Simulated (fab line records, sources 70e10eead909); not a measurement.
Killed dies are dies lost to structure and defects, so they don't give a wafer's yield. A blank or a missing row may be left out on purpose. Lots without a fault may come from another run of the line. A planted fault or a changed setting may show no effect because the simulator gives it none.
Problem report in the 8D (eight disciplines) form, filled by code | flow nand_harc | the parts of the form that need people (team, actions taken, sign-off) are left out

1. THE PROBLEM
cd_nm at NHARC_A_SGD_CUT_CD_MEAS_09 reads a mean of 118.6 nm on 6 wafers of 2 lots; wafers without a fault read 100.2 nm with a standard deviation of 0.72. That is +26 standard deviations from the usual mean.
The step: target cd 100 nm.
First seen on wafer L667.2, day 27 00:50, on cd_sem-02. The record holds 33 wafers of 11 lots with a number at this step. Rule for "out", or "out of limits": more than 4 standard deviations from the usual mean. The other wafers with a number count as sound.

2. WHAT IT IS AND WHAT IT IS NOT
question                    | is                     | is not
which readings at this step | cd_nm                  | -
which lots                  | L667, L669             | L648, L649, L650, L651, L652, L657, L661, L664, L668
which wafers of those lots  | all that have a number | -
read on which gauges        | cd_sem-01, cd_sem-02   | cd_sem-03
when                        | from day 27 00:50      | up to then (24 sound wafers); but 3 sound wafers of L668 came after

3. SUSPECTS, AND WHAT RULES EACH OUT
Counting: a tool at a process step up to the reading stays a suspect if it ran every lot that is out and no sound lot after the first of them.
- the gauge at NHARC_A_SGD_CUT_CD_MEAS_09: ruled out. The wafers that are out were read on 2 gauges (cd_sem-01, cd_sem-02).
- pecvd-04 at NHARC_A_STAIRCASE_DEP_417 (deposits Si3N4, target thk 60 nm): ruled out as a lasting fault. Sound lots L668 ran on it after its first lot that is out, L667 (day 24 23:38).
- rie_diel-02 at NHARC_A_STAIRCASE_DESCUM_443 (chemistry O2, time 3 s): kept. It ran every lot that is out, first L667 (day 26 16:56), and no sound lot after that; its last sound lot up to then is L651 (day 20 08:05).
- arfi_scanner-02 at NHARC_A_SGD_CUT_EXPOSE_06 (exposes mask SGD): kept. It ran every lot that is out, first L667 (day 27 00:41), and no sound lot after that; its last sound lot up to then is L661 (day 24 05:39). Its own readings are out on those wafers: exposure_dose_mJ_cm2.
Left after counting: rie_diel-02 at NHARC_A_STAIRCASE_DESCUM_443, arfi_scanner-02 at NHARC_A_SGD_CUT_EXPOSE_06.

4. THE CAUSE (what the simulator had put in)
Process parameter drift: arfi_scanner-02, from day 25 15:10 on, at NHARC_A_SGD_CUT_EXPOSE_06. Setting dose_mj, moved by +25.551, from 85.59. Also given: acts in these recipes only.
Counting left 2 suspects, and this tool is among them.

5. THE CHAIN OF EFFECTS, in route order
Each row: a reading whose mean over the struck wafers that have a number lies more than 3 standard deviations from the usual. Only readings for which the record gives a usual standard deviation are gone through. hours: the time from each lot's start at the first step in this table that gives one to its start at this step, as a median over the lots. sigmas: the change in usual standard deviations.
hours | step                       | reading              | usual    | on struck wafers | change | sigmas
0     | NHARC_A_SGD_CUT_EXPOSE_06  | exposure_dose_mJ_cm2 | 85.47    | 108.49           | +23.02 | +99 or more
0     | NHARC_A_SGD_CUT_CD_MEAS_09 | cd_nm                | 100.2 nm | 118.6            | +18.4  | +26
The process steps in it:
- NHARC_A_SGD_CUT_EXPOSE_06: exposes mask SGD.

6. WHAT WOULD HAVE CAUGHT IT SOONER
In this record the first reading out of limits at a measuring or inspecting step was taken at day 27 00:50, 34 hours after the fault began at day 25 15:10.
The tool's own readings at NHARC_A_SGD_CUT_EXPOSE_06 were out on every struck wafer that the step has a row for (exposure_dose_mJ_cm2): an alarm limit on them would have fired on the first of those.
Of the lots that are out (2), L669 began NHARC_A_SGD_CUT_EXPOSE_06 on arfi_scanner-02 after day 27 00:50. A hold on the tool at that time would have spared it.
